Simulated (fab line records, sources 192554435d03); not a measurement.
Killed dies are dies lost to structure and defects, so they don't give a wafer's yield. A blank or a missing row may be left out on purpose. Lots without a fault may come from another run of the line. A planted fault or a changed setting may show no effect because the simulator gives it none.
Which tool did it? | flow n5_finfet | 8 lots, 24 wafers sampled, at 7 steps of a route of 1938

WHAT THE GAUGES READ, wafer by wafer
N5_BEOL_M0_SAQP_INSPECT_42: inspects for defects (brightfield).
lot  | measured     | on                | raw_defect_count
L147 | day 6 01:01  | defect_inspect-01 | 222 298 256
L150 | day 6 15:48  | defect_inspect-01 | 239 222 234
L157 | day 8 15:58  | defect_inspect-02 | 343 324 373
L164 | day 10 04:17 | defect_inspect-01 | 205 272 213
L165 | day 10 11:51 | defect_inspect-01 | 707 717 889
L167 | day 10 19:46 | defect_inspect-01 | 605 650 753
L168 | day 11 01:26 | defect_inspect-01 | 202 185 189
L169 | day 11 15:40 | defect_inspect-01 | 243 345 346

N5_BEOL_M0_CUTY_INSPECT_59: inspects for defects (macro).
lot  | measured     | on                | raw_defect_count
L147 | day 6 02:24  | defect_inspect-02 | 3 3 4
L150 | day 6 17:11  | defect_inspect-01 | 5 6 1
L157 | day 8 17:33  | defect_inspect-02 | 1 2 3
L164 | day 10 05:41 | defect_inspect-02 | 2 2 1
L165 | day 10 13:29 | defect_inspect-01 | >300 >300 >300
L167 | day 10 21:14 | defect_inspect-01 | >300 >300 >300
L168 | day 11 02:59 | defect_inspect-02 | 2 1 3
L169 | day 11 17:04 | defect_inspect-02 | 0 0 4

N5_BEOL_M4_RC_MEAS_101.
lot  | measured     | on        | DIBL_N (mV/V)  | DIBL_P (mV/V)  | IOFF_N (nA/um) | IOFF_P (nA/um) | ION_N (uA/um) | ION_P (uA/um) | SS_N (mV/dec)  | SS_P (mV/dec)  | VT_N (mV)   | VT_P (mV)
L147 | day 9 01:53  | prober-02 | 35.0 35.1 36.2 | 34.2 34.4 36.1 | 0.11 0.12 0.13 | 0.14 0.14 0.16 | 661 658 669   | 445 444 453   | 72.1 71.0 71.8 | 72.7 72.9 73.5 | 258 254 252 | -259 -256 -258
L150 | day 9 23:53  | prober-01 | 34.7 40.0 37.7 | 34.5 38.0 36.0 | 0.14 0.23 0.18 | 0.19 0.25 0.22 | 665 681 669   | 458 457 465   | 70.7 72.7 71.5 | 72.5 74.4 74.2 | 252 249 249 | -251 -250 -251
L157 | day 13 04:21 | prober-02 | 33.7 33.0 34.4 | 31.6 31.3 33.1 | 0.12 0.12 0.13 | 0.15 0.15 0.17 | 657 653 658   | 449 451 456   | 70.3 70.8 70.9 | 73.2 72.9 73.0 | 254 254 253 | -255 -258 -253
L164 | day 14 01:58 | prober-02 | 39.8 38.8 38.1 | 39.7 38.4 37.0 | 0.22 0.18 0.17 | 0.24 0.24 0.20 | 700 674 671   | 467 462 458   | 71.8 72.7 71.4 | 74.1 74.6 73.9 | 248 248 250 | -250 -252 -253
L165 | day 14 19:54 | prober-01 | 37.3 36.7 38.7 | 36.5 35.3 39.4 | 0.17 0.15 0.21 | 0.20 0.18 0.25 | 679 665 686   | 457 451 462   | 71.4 72.2 72.4 | 73.6 72.7 73.9 | 247 250 243 | -251 -253 -251
L167 | day 14 13:58 | prober-02 | 38.4 35.8 36.5 | 38.5 34.8 36.0 | 0.20 0.15 0.17 | 0.25 0.20 0.22 | 679 679 675   | 460 463 465   | 72.8 71.7 72.1 | 73.9 73.3 74.1 | 247 251 250 | -249 -251 -252
L168 | day 14 21:43 | prober-02 | 33.1 34.7 34.6 | 33.5 35.8 37.0 | 0.11 0.13 0.14 | 0.13 0.16 0.17 | 662 666 665   | 444 443 449   | 70.6 71.6 71.9 | 72.9 73.6 74.3 | 259 255 252 | -262 -262 -259
L169 | day 16 01:31 | prober-01 | 34.9 34.3 37.0 | 33.6 33.6 36.7 | 0.13 0.12 0.16 | 0.17 0.18 0.24 | 671 653 684   | 460 451 469   | 71.2 70.9 71.4 | 73.1 73.2 74.6 | 250 254 248 | -252 -253 -246

WHICH TOOL RAN EACH LOT (tool, then ch and the chambers of the sampled wafers, then the start)
lot  | N5_BEOL_M0_SAQP_STRIP_86          | N5_BEOL_M0_SAQP_STRIP_115           | N5_BEOL_M0_SAQP_SPACER2_ALD_26    | N5_BEOL_M0_SAQP_DESCUM_45
L147 | rie_diel-05 ch 0,1,2, day 5 21:31 | wet_bench-04 ch 0,1,4, day 5 21:34  | ald_sin-03 ch 0,1,3, day 5 23:49  | rie_diel-02 ch 0,1,3, day 6 01:02
L150 | rie_diel-02 ch 0,2,3, day 6 12:14 | wet_bench-04 ch 1,5,6, day 6 12:18  | ald_sin-02 ch 1,2, day 6 14:32    | rie_diel-05 ch 1,3, day 6 15:50
L157 | rie_diel-02 ch 0,2, day 8 10:42   | wet_bench-01 ch 2,5,6, day 8 10:46  | ald_sin-02 ch 1,2,3, day 8 14:41  | rie_diel-03 ch 0,2, day 8 16:09
L164 | rie_diel-03 ch 1,2, day 10 00:35  | wet_bench-01 ch 2,3,6, day 10 00:39 | ald_sin-01 ch 0,1,2, day 10 03:08 | rie_diel-03 ch 0,1,3, day 10 04:20
L165 | rie_diel-02 ch 2,3, day 10 08:20  | wet_bench-01 ch 1,5,6, day 10 08:25 | ald_sin-02 ch 1,2, day 10 10:43   | rie_diel-02 ch 0,2,3, day 10 11:53
L167 | rie_diel-05 ch 1,3, day 10 15:17  | wet_bench-01 ch 2,3,5, day 10 15:21 | ald_sin-01 ch 1,2,3, day 10 18:37 | rie_diel-03 ch 0,1, day 10 19:50
L168 | rie_diel-02 ch 1,3, day 10 21:55  | wet_bench-04 ch 0,1,5, day 10 21:59 | ald_sin-03 ch 1,2,3, day 11 00:14 | rie_diel-05 ch 0,1,2, day 11 01:30
L169 | rie_diel-02 ch 1,2, day 11 10:28  | wet_bench-04 ch 1,2,3, day 11 10:31 | ald_sin-01 ch 0,1,2, day 11 13:16 | rie_diel-03 ch 1,2,3, day 11 15:42
- N5_BEOL_M0_SAQP_STRIP_86: strips in N2/H2.
- N5_BEOL_M0_SAQP_STRIP_115: strips in post etch residue remover, time 60 s.
- N5_BEOL_M0_SAQP_SPACER2_ALD_26: deposits SiO2, target thk 15 nm, pulse time 1 s, purge time 2 s.
- N5_BEOL_M0_SAQP_DESCUM_45: chemistry O2, time 7 s.

WHAT THE TOOLS THEMSELVES READ (means of the sampled wafers that have a number; where no wafer has one, the mark that the record gives instead)
N5_BEOL_M0_SAQP_STRIP_86.
lot  | tool        | chamber_pressure_mTorr (mTorr) | drypump_motor_current_A (A) | oes_product_au (a.u.) | rf_vpp_V (V) | showerhead_plenum_p_Torr (Torr) | temp_c (C) | throttle_valve_pct (%)
L147 | rie_diel-05 | 50.01                          | 5.5                         | 0.76                  | 122.2        | 3.35                            | 40.02      | 18.65
L150 | rie_diel-02 | 49.96                          | 5.5                         | 0.73                  | 121.4        | 3.38                            | 39.95      | 18.72
L157 | rie_diel-02 | 50.07                          | 5.4                         | 0.73                  | 121.6        | 3.47                            | 40.03      | 18.93
L164 | rie_diel-03 | 50.07                          | 5.9                         | 0.76                  | 122.8        | 3.39                            | 39.94      | 18.70
L165 | rie_diel-02 | 49.93                          | 5.7                         | 0.73                  | 122.1        | 3.37                            | 39.94      | 18.85
L167 | rie_diel-05 | 50.02                          | 5.1                         | 0.75                  | 121.4        | 3.45                            | 40.00      | 18.44
L168 | rie_diel-02 | 50.05                          | 6.1                         | 0.72                  | 120.8        | 3.18                            | 40.03      | 18.59
L169 | rie_diel-02 | 49.98                          | 6.2                         | 0.74                  | 122.5        | 3.29                            | 40.07      | 18.88

N5_BEOL_M0_SAQP_STRIP_115.
lot  | tool         | temp_c (C)
L147 | wet_bench-04 | 24.92
L150 | wet_bench-04 | 25.13
L157 | wet_bench-01 | 25.02
L164 | wet_bench-01 | 25.05
L165 | wet_bench-01 | 24.97
L167 | wet_bench-01 | 24.92
L168 | wet_bench-04 | 24.85
L169 | wet_bench-04 | 25.03

N5_BEOL_M0_SAQP_SPACER2_ALD_26.
lot  | tool       | chamber_pressure_Torr (Torr) | heater_power_w (W) | precursor_pulse_height_rel
L147 | ald_sin-03 | 2.002                        | 483                | 0.989
L150 | ald_sin-02 | 2.000                        | 448                | 1.009
L157 | ald_sin-02 | 1.995                        | 454                | 1.007
L164 | ald_sin-01 | 2.004                        | 469                | 0.976
L165 | ald_sin-02 | 1.995                        | 459                | 0.998
L167 | ald_sin-01 | 2.002                        | 475                | 0.991
L168 | ald_sin-03 | 2.000                        | 459                | 0.992
L169 | ald_sin-01 | 1.996                        | 469                | 0.998

N5_BEOL_M0_SAQP_DESCUM_45.
lot  | tool        | chamber_pressure_mTorr (mTorr) | drypump_motor_current_A (A) | oes_product_au (a.u.) | rf_vpp_V (V) | showerhead_plenum_p_Torr (Torr) | temp_c (C) | throttle_valve_pct (%)
L147 | rie_diel-02 | 19.998                         | 5.8                         | 0.75                  | 243.2        | 2.06                            | 40.01      | 20.36
L150 | rie_diel-05 | 20.001                         | 5.1                         | 0.76                  | 244.9        | 2.18                            | 40.00      | 20.26
L157 | rie_diel-03 | 20.013                         | 5.3                         | 0.71                  | 243.8        | 2.14                            | 40.04      | 20.34
L164 | rie_diel-03 | 20.016                         | 5.5                         | 0.82                  | 243.2        | 2.10                            | 39.91      | 20.16
L165 | rie_diel-02 | 20.008                         | 5.5                         | 0.70                  | 243.0        | 2.10                            | 39.92      | 20.34
L167 | rie_diel-03 | 20.003                         | 5.9                         | 0.85                  | 243.5        | 2.08                            | 39.95      | 20.08
L168 | rie_diel-05 | 19.991                         | 5.5                         | 0.94                  | 243.9        | 2.18                            | 40.00      | 20.28
L169 | rie_diel-03 | 20.004                         | 5.7                         | 0.91                  | 243.0        | 2.09                            | 39.94      | 19.99

THE ANSWER, worked out from the rows above alone
Rule: what is usual is taken from the lots themselves. Put in order of their means at a reading, lots are off if they are a third of the lots or fewer, leave a main group of 4 or more, and stand apart from it by a gap of 3 or more times the standard deviation of the main group's means; of several such gaps the widest counts. A main group whose means are all the same, to the digits that the tables above print for the reading, isn't used. A lot without any number at a reading at which 4 lots or more have one is off too. The other lots that the step has rows for count as sound. The gauges are gone through in route order, then the tools' own readings, and for those a lot's mean is taken as printed above. The first step at which some lot is off is used, and at that step the reading that is off furthest; a lot without a number counts as furthest.
Off: L165, L167, at N5_BEOL_M0_SAQP_INSPECT_42 (raw_defect_count). The main group: mean 262, standard deviation 52.
A tool fits if, at a process step before that reading, it ran every lot that is off, and no sound lot after the first of them. The gauges at N5_BEOL_M0_SAQP_INSPECT_42 are tried like those tools. One fits: wet_bench-01 at N5_BEOL_M0_SAQP_STRIP_115. Its last sound lot is L164 (day 10 00:39), its first lot that is off L165 (day 10 08:25): a fault that began between those two fits.

WHAT THE SIMULATOR HAD PUT IN
Chamber particle source: wet_bench-01, from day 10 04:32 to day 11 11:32, at N5_BEOL_M0_SAQP_STRIP_115. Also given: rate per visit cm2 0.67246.
Lots struck among those shown: L165, L167. The rule above found the same.
